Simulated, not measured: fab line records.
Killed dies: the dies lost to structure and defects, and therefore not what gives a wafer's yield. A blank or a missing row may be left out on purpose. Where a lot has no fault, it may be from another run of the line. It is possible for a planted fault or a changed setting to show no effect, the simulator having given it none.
Which tool was responsible?    flow nand_harc    13 lots, 39 wafers sampled, at 5 steps of a route of 1302

WHAT THE GAUGES SHOWED, per wafer
NHARC_A_CONTACT_INSPECT_71.
lot   measured      on                 raw_defect_count
L940  day 22 00:40  defect_inspect-01  18 15 14
L941  day 22 06:40  defect_inspect-01  136 105 99
L943  day 22 22:37  defect_inspect-01  123 99 108
L944  day 22 23:50  defect_inspect-02  17 20 23
L947  day 25 01:16  defect_inspect-01  112 119 126
L954  day 28 02:02  defect_inspect-02  112 108 112
L953  day 28 02:04  defect_inspect-02  73 65 78
L955  day 28 11:05  defect_inspect-01  105 101 92
L956  day 28 17:43  defect_inspect-01  118 120 119
L959  day 29 09:59  defect_inspect-01  65 75 61
L958  day 29 14:25  defect_inspect-02  68 75 63
L960  day 30 17:20  defect_inspect-01  103 120 116
L961  day 31 03:19  defect_inspect-01  112 77 92

NHARC_END_SORT_01.
lot   measured      on         killed_at_array  killed_at_other  killed_at_periphery  killed_dies  killed_open  killed_short
L953  day 30 21:21  prober-01  669 667 664      3 2 0            5 8 13               677 677 677  4 2 5        4 0 4
L955  day 31 02:05  prober-02  667 668 667      2 1 0            8 8 10               677 677 677  3 1 5        3 2 3

TOOL THAT RAN EACH LOT (tool first, then ch and the chambers of the sampled wafers, then the start)
lot   NHARC_A_CONTACT_ETCH_129              NHARC_A_CONTACT_ETCH_130              NHARC_A_CONTACT_ETCH_133
L940  har_cap_etch-02 ch 0,1, day 22 03:16  har_cap_etch-02 ch 0,1, day 22 03:26  har_cap_etch-02 ch 0,1, day 22 04:00
L941  har_cap_etch-03 ch 0,1, day 22 09:15  har_cap_etch-03 ch 0,1, day 22 09:26  har_cap_etch-03 ch 0,1, day 22 10:02
L943  har_cap_etch-02 ch 0,1, day 23 01:10  har_cap_etch-02 ch 0,1, day 23 01:20  har_cap_etch-02 ch 0,1, day 23 01:55
L944  har_cap_etch-03 ch 1, day 23 02:22    har_cap_etch-03 ch 1, day 23 02:33    har_cap_etch-03 ch 1, day 23 03:05
L947  har_cap_etch-02 ch 0,1, day 25 03:50  har_cap_etch-02 ch 0,1, day 25 04:00  har_cap_etch-02 ch 0,1, day 25 04:35
L954  har_cap_etch-01 ch 0,1, day 28 04:32  har_cap_etch-01 ch 0,1, day 28 04:43  har_cap_etch-01 ch 0,1, day 28 05:15
L953  har_cap_etch-02 ch 1, day 28 07:57    har_cap_etch-02 ch 1, day 28 08:08    har_cap_etch-02 ch 1, day 28 08:43
L955  har_cap_etch-02 ch 0,1, day 28 13:44  har_cap_etch-02 ch 0,1, day 28 13:55  har_cap_etch-02 ch 0,1, day 28 14:32
L956  har_cap_etch-01 ch 0,1, day 28 20:13  har_cap_etch-01 ch 0,1, day 28 20:23  har_cap_etch-01 ch 0,1, day 28 20:55
L959  har_cap_etch-02 ch 0,1, day 29 12:35  har_cap_etch-02 ch 0,1, day 29 12:46  har_cap_etch-02 ch 0,1, day 29 13:18
L958  har_cap_etch-03 ch 0,1, day 29 17:11  har_cap_etch-03 ch 0,1, day 29 17:22  har_cap_etch-03 ch 0,1, day 29 17:54
L960  har_cap_etch-03 ch 0,1, day 30 20:17  har_cap_etch-03 ch 0,1, day 30 20:28  har_cap_etch-03 ch 0,1, day 30 21:04
L961  har_cap_etch-03 ch 0, day 31 05:50    har_cap_etch-03 ch 0, day 31 06:01    har_cap_etch-03 ch 0, day 31 06:32
- NHARC_A_CONTACT_ETCH_129: etches the open film in C4F8/O2/Ar, time 197 s, target depth 1918 nm.
- NHARC_A_CONTACT_ETCH_130: etches the open film in C4F8/O2/Ar, time 197 s, target depth 1918 nm.
- NHARC_A_CONTACT_ETCH_133: etches the open film in C4F8/O2/Ar, time 374 s, target depth 1610 nm.

AS READ BY THE TOOLS THEMSELVES (means over the sampled wafers that have a number; for cases with no such wafer, the mark the record gives instead)
NHARC_A_CONTACT_ETCH_129.
lot   tool             chamber_pressure_mTorr (mTorr)  oes_air_line_au (a.u.)
L940  har_cap_etch-02  19.988                          0.992
L941  har_cap_etch-03  19.998                          0.973
L943  har_cap_etch-02  20.007                          0.999
L944  har_cap_etch-03  20.011                          1.001
L947  har_cap_etch-02  19.995                          1.007
L954  har_cap_etch-01  20.008                          0.987
L953  har_cap_etch-02  20.013                          1.024
L955  har_cap_etch-02  19.996                          1.006
L956  har_cap_etch-01  20.004                          1.003
L959  har_cap_etch-02  20.011                          0.984
L958  har_cap_etch-03  20.010                          0.989
L960  har_cap_etch-03  19.994                          1.004
L961  har_cap_etch-03  19.980                          1.004

NHARC_A_CONTACT_ETCH_130.
lot   tool             chamber_pressure_mTorr (mTorr)  oes_air_line_au (a.u.)
L940  har_cap_etch-02  19.998                          0.987
L941  har_cap_etch-03  19.996                          0.984
L943  har_cap_etch-02  20.008                          0.999
L944  har_cap_etch-03  19.999                          0.989
L947  har_cap_etch-02  20.011                          0.981
L954  har_cap_etch-01  20.024                          1.002
L953  har_cap_etch-02  -                               -
L955  har_cap_etch-02  -                               -
L956  har_cap_etch-01  19.985                          0.996
L959  har_cap_etch-02  19.997                          0.991
L958  har_cap_etch-03  19.993                          1.004
L960  har_cap_etch-03  19.998                          1.009
L961  har_cap_etch-03  20.001                          0.996

NHARC_A_CONTACT_ETCH_133.
lot   tool             chamber_pressure_mTorr (mTorr)  oes_air_line_au (a.u.)
L940  har_cap_etch-02  19.990                          1.026
L941  har_cap_etch-03  19.997                          0.997
L943  har_cap_etch-02  20.024                          0.987
L944  har_cap_etch-03  20.003                          1.009
L947  har_cap_etch-02  20.012                          1.001
L954  har_cap_etch-01  20.014                          0.999
L953  har_cap_etch-02  20.018                          1.004
L955  har_cap_etch-02  20.000                          1.011
L956  har_cap_etch-01  20.009                          0.992
L959  har_cap_etch-02  19.989                          0.971
L958  har_cap_etch-03  20.005                          0.986
L960  har_cap_etch-03  19.991                          0.995
L961  har_cap_etch-03  19.990                          0.976

THE ANSWER, worked out from the rows above alone
Rule: usual is defined by the lots themselves. The widest of any qualifying gaps counts: lots, ordered by their means at a reading, are off when they make up no more than a third of the lots, leave a main group of 4 or more, and stand apart from it by 3 or more times the standard deviation of that group's means. The tables above print the reading to a certain number of digits; a main group whose means all agree to those digits is not used. Also off: a lot with no number at a reading for which 4 or more lots have one. The other lots that the step has rows for count as sound. The gauges are gone through in route order, then the tools' own readings, and for those a lot's mean is taken as printed above. The first step at which some lot is off is used, and at that step the reading that is off furthest; a lot without a number counts as furthest.
Off, at NHARC_A_CONTACT_ETCH_130 on chamber_pressure_mTorr: L953, L955. Without a number there: L953, L955. Main group: mean 20.001 mTorr, sd 0.0098.
A tool fits if, at that step or a process step before it, it ran every lot that is off, and no sound lot after the first of them. None of those tried fits.

WHAT THE SIMULATOR HAD INSERTED
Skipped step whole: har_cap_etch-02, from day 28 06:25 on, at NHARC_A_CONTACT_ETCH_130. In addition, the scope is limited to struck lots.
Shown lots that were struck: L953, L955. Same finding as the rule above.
